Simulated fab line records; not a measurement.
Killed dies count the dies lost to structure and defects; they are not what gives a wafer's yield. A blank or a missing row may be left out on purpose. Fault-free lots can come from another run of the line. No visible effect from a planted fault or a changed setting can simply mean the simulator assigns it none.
Chamber matching / flow n5 finfet / 4 sister chambers for N5_BEOL_M0_SAQP_DESCUM_19 on rie diel-01
The step chemistry O2, time 7.9 s. 4 wafers are shown with their chamber, then 7 later ones without.

EACH WAFER AND ITS CHAMBER
wafer=L082.2; chamber=3; showerhead plenum p Torr (Torr)=2.03
wafer=L088.4; chamber=2; showerhead plenum p Torr (Torr)=2.04
wafer=L090.3; chamber=0; showerhead plenum p Torr (Torr)=2.18
wafer=L090.4; chamber=1; showerhead plenum p Torr (Torr)=2.01

WAFERS WITH NO CHAMBER GIVEN
wafer=L090.6; showerhead plenum p Torr (Torr)=2.01
wafer=L092.1; showerhead plenum p Torr (Torr)=2.04
wafer=L092.2; showerhead plenum p Torr (Torr)=2.03
wafer=L092.3; showerhead plenum p Torr (Torr)=2.18
wafer=L096.3; showerhead plenum p Torr (Torr)=2.00
wafer=L096.4; showerhead plenum p Torr (Torr)=2.17
wafer=L096.6; showerhead plenum p Torr (Torr)=2.02

EACH ONE'S CHAMBER
wafer=L090.6; from the rows above=1; in truth=1
wafer=L092.1; from the rows above=can't be placed: 2 or 3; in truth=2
wafer=L092.2; from the rows above=can't be placed: 3 or 2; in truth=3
wafer=L092.3; from the rows above=0; in truth=0
wafer=L096.3; from the rows above=1; in truth=1
wafer=L096.4; from the rows above=0; in truth=0
wafer=L096.6; from the rows above=can't be placed: 3 or 1 or 2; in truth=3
4 of 7 placed correctly. Not placeable from these rows: 3 (in 3, the candidates include the true chamber). Number placed wrongly: 0.
How it was worked out, from the rows above alone: a wafer's distance from a chamber is the root of the sum, over the readings, of the square of ((its reading less the chamber's mean) divided by the reading's scatter). The wafer belongs to the nearest chamber; if the next one is less than 2 further off, it can't be placed. The mean given for a chamber averages the wafers shown for that chamber. The scatter: with one shown wafer a chamber, the root of the mean of the squares of how far each hidden wafer lies from its nearest shown one.
